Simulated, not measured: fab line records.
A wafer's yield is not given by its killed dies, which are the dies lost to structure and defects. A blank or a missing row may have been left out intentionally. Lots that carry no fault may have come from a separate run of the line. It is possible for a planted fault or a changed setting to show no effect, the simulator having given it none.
Chamber matching | flow n5 finfet | rie diel-01 running N5_BEOL_M3_ETCH_63: 4 sister chambers
The step etches SiARC in CF4, target depth 15.6 nm, time 26 s. 8 wafers are shown with their chamber, then 11 later ones without.

## WAFERS, EACH WITH ITS CHAMBER
wafer  | chamber | showerhead plenum p Torr (Torr) | throttle valve pct (%)
L080.4 | 3       | 2.21                            | 15.26
L083.5 | 3       | 2.21                            | 15.27
L084.1 | 1       | 2.06                            | 15.95
L087.2 | 0       | 2.26                            | 15.46
L090.1 | 2       | 2.08                            | 15.33
L090.2 | 0       | 2.25                            | 15.45
L090.6 | 1       | 2.05                            | 15.98
L091.2 | 2       | 2.08                            | 15.34

## WAFERS WITHOUT THEIR CHAMBER
wafer  | showerhead plenum p Torr (Torr) | throttle valve pct (%)
L091.3 | 2.20                            | 15.31
L091.4 | 2.25                            | 15.46
L092.2 | 2.08                            | 15.34
L092.4 | 2.20                            | 15.29
L092.6 | 2.20                            | 15.31
L093.1 | 2.05                            | 16.01
L093.5 | 2.25                            | 15.46
L093.6 | 2.05                            | 16.00
L095.1 | 2.05                            | 15.99
L095.2 | 2.07                            | 15.35
L095.4 | 2.20                            | 15.33

## WHICH CHAMBER EACH ONE RAN IN
wafer  | from the rows above | in truth
L091.3 | 3                   | 3
L091.4 | 0                   | 0
L092.2 | 2                   | 2
L092.4 | 3                   | 3
L092.6 | 3                   | 3
L093.1 | 1                   | 1
L093.5 | 0                   | 0
L093.6 | 1                   | 1
L095.1 | 1                   | 1
L095.2 | 2                   | 2
L095.4 | 3                   | 3
Correctly placed: 11 of 11. From these rows, 0 cannot be placed. Wrongly placed: 0.
How it was worked out, from the rows above alone: a wafer's distance from a chamber is the root of the sum, over the readings, of the square of ((its reading less the chamber's mean) divided by the reading's scatter). If the next closest chamber is less than 2 further off than the closest, the wafer can't be placed; otherwise it belongs to the closest. Each chamber's mean is taken over the wafers shown for it. The scatter is the square root of a quotient: the sum, over the shown wafers, of each reading's squared deviation from its chamber's mean, divided by wafers minus chambers.
